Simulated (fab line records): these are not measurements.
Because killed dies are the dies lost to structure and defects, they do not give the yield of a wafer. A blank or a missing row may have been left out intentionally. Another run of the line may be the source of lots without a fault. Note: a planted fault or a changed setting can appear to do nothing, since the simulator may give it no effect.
Commonality check across tools    flow n5_finfet    10 lots and 30 wafers in the sample

== WHAT PROMPTED THE OPENING ==
At N5_PMOS_HMC_CHANNEL_EPI_OVL_MEAS_10 the reading PMOS_HMC_BLK_OVL is flagged on 2 of 10 lots. Wafers without a fault read 0.0 nm, standard deviation 0.82.
Rule: flag the lot when none of its wafers has a number, or when each of its wafers that has one lies beyond 4 standard deviations from that mean. All remaining lots are regarded as sound.

lot   measured     on          PMOS_HMC_BLK_OVL (nm), wafer by wafer  flag
L951  day 1 17:17  overlay-02  0.7 -0.6 0.8                           
L954  day 2 11:21  overlay-02  0.2 -0.3 0.6                           
L956  day 2 23:33  overlay-01  69.2 69.8 70.2                         FLAGGED
L957  day 3 05:38  overlay-01  74.4 74.4 74.2                         FLAGGED
L961  day 4 06:46  overlay-02  0.0 -0.1 -0.7                          
L962  day 4 11:35  overlay-02  1.1 0.1 0.2                            
L963  day 4 17:06  overlay-02  -0.6 0.2 0.4                           
L970  day 6 11:23  overlay-02  -1.2 -0.9 -0.2                         
L971  day 6 17:42  overlay-01  0.5 0.0 1.1                            
L974  day 7 11:13  overlay-01  -0.8 2.0 0.0                           
The numbers of the flagged lots are 72.0 nm on average: +72.0 nm against the usual, or +88 standard deviations.

== TOOL THAT RAN EACH LOT ==
The record holds 3 process steps before the reading, out of a route of 1938 steps. Every cell lists first the tool, next ch and the chambers used by the sampled wafers, and last the start.
lot   flag     N5_WELL_APT_EPI_41              N5_PMOS_HMC_CHANNEL_EPI_HM_DEP_34  N5_PMOS_HMC_CHANNEL_EPI_EXPOSE_06
L951           epi_rpcvd-04 ch 0, day 1 16:19  pecvd-03 ch 0,1,2, day 1 16:59     arfi_scanner-01 ch 0, day 1 17:08
L954           epi_rpcvd-03 ch 0, day 2 10:19  pecvd-01 ch 0,1, day 2 10:55       arfi_scanner-02 ch 0, day 2 11:13
L956  FLAGGED  epi_rpcvd-04 ch 0, day 2 22:37  pecvd-02 ch 0,1, day 2 23:06       arfi_scanner-02 ch 0, day 2 23:24
L957  FLAGGED  epi_rpcvd-02 ch 0, day 3 04:40  pecvd-03 ch 0,1,2, day 3 05:20     arfi_scanner-02 ch 0, day 3 05:29
L961           epi_rpcvd-03 ch 0, day 4 05:40  pecvd-02 ch 0,1,2, day 4 06:20     arfi_scanner-01 ch 0, day 4 06:37
L962           epi_rpcvd-02 ch 0, day 4 10:33  pecvd-02 ch 0,1, day 4 11:07       arfi_scanner-03 ch 0, day 4 11:25
L963           epi_rpcvd-03 ch 0, day 4 16:07  pecvd-03 ch 0,1, day 4 16:47       arfi_scanner-03 ch 0, day 4 16:56
L970           epi_rpcvd-02 ch 0, day 6 10:17  pecvd-02 ch 0,1,2, day 6 10:58     arfi_scanner-01 ch 0, day 6 11:14
L971           epi_rpcvd-02 ch 0, day 6 17:01  pecvd-01 ch 0,1,2, day 6 17:24     arfi_scanner-01 ch 0, day 6 17:34
L974           epi_rpcvd-02 ch 0, day 7 10:22  pecvd-01 ch 0,2, day 7 10:46       arfi_scanner-01 ch 0, day 7 11:04
What the steps here do:
- N5_WELL_APT_EPI_41: deposits Si from SiH4/H2, target thk 50 nm, time 297.7 s.
- N5_PMOS_HMC_CHANNEL_EPI_HM_DEP_34: deposits SiO2 from TEOS/O2, target thk 36 nm, time 6.9 s.
- N5_PMOS_HMC_CHANNEL_EPI_EXPOSE_06: exposes mask PMOS HMC BLK, target cd 240 nm.
- N5_PMOS_HMC_CHANNEL_EPI_OVL_MEAS_10

== FLAGGED OVER TOTAL, TOOL BY TOOL (the gauges that took the reading come last) ==
step                                 tool             lots run  flagged  share of the flagged lots  sound lots run after its first flagged lot
N5_WELL_APT_EPI_41                   epi_rpcvd-02     5         1        some                       4 (L962,L970,L971,L974)
N5_WELL_APT_EPI_41                   epi_rpcvd-03     3         0        none                       -
N5_WELL_APT_EPI_41                   epi_rpcvd-04     2         1        some                       0
N5_PMOS_HMC_CHANNEL_EPI_HM_DEP_34    pecvd-01         3         0        none                       -
N5_PMOS_HMC_CHANNEL_EPI_HM_DEP_34    pecvd-02         4         1        some                       3 (L961,L962,L970)
N5_PMOS_HMC_CHANNEL_EPI_HM_DEP_34    pecvd-03         3         1        some                       1 (L963)
N5_PMOS_HMC_CHANNEL_EPI_EXPOSE_06    arfi_scanner-01  5         0        none                       -
N5_PMOS_HMC_CHANNEL_EPI_EXPOSE_06    arfi_scanner-02  3         2        all                        0
N5_PMOS_HMC_CHANNEL_EPI_EXPOSE_06    arfi_scanner-03  2         0        none                       -
N5_PMOS_HMC_CHANNEL_EPI_OVL_MEAS_10  overlay-01       4         2        all                        2 (L971,L974)
N5_PMOS_HMC_CHANNEL_EPI_OVL_MEAS_10  overlay-02       6         0        none                       -

== WHAT THE TABLE ALLOWS ==
2 rows of the table ran every flagged lot: arfi_scanner-02 at N5_PMOS_HMC_CHANNEL_EPI_EXPOSE_06, overlay-01 at N5_PMOS_HMC_CHANNEL_EPI_OVL_MEAS_10.
- arfi_scanner-02 at N5_PMOS_HMC_CHANNEL_EPI_EXPOSE_06 ran 3 lots, 2 of them flagged. A fault beginning between L954 (day 2 11:13), its last sound lot, and L956 (day 2 23:24), its first flagged one, fits the data.
- overlay-01 at N5_PMOS_HMC_CHANNEL_EPI_OVL_MEAS_10 ran 4 lots, 2 of them flagged. After the first flagged lot (L971, L974), sound lots still ran on it; a lasting fault on the whole tool would not permit that.
arfi_scanner-02 at N5_PMOS_HMC_CHANNEL_EPI_EXPOSE_06 is the single tool remaining.

== WHAT HAD BEEN PUT IN BY THE SIMULATOR ==
Scanner matching overlay: arfi_scanner-02, from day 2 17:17 on, at N5_PMOS_HMC_CHANNEL_EPI_EXPOSE_06. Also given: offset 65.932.
Struck lots among those shown: L956, L957. The rule given above showed the same thing.
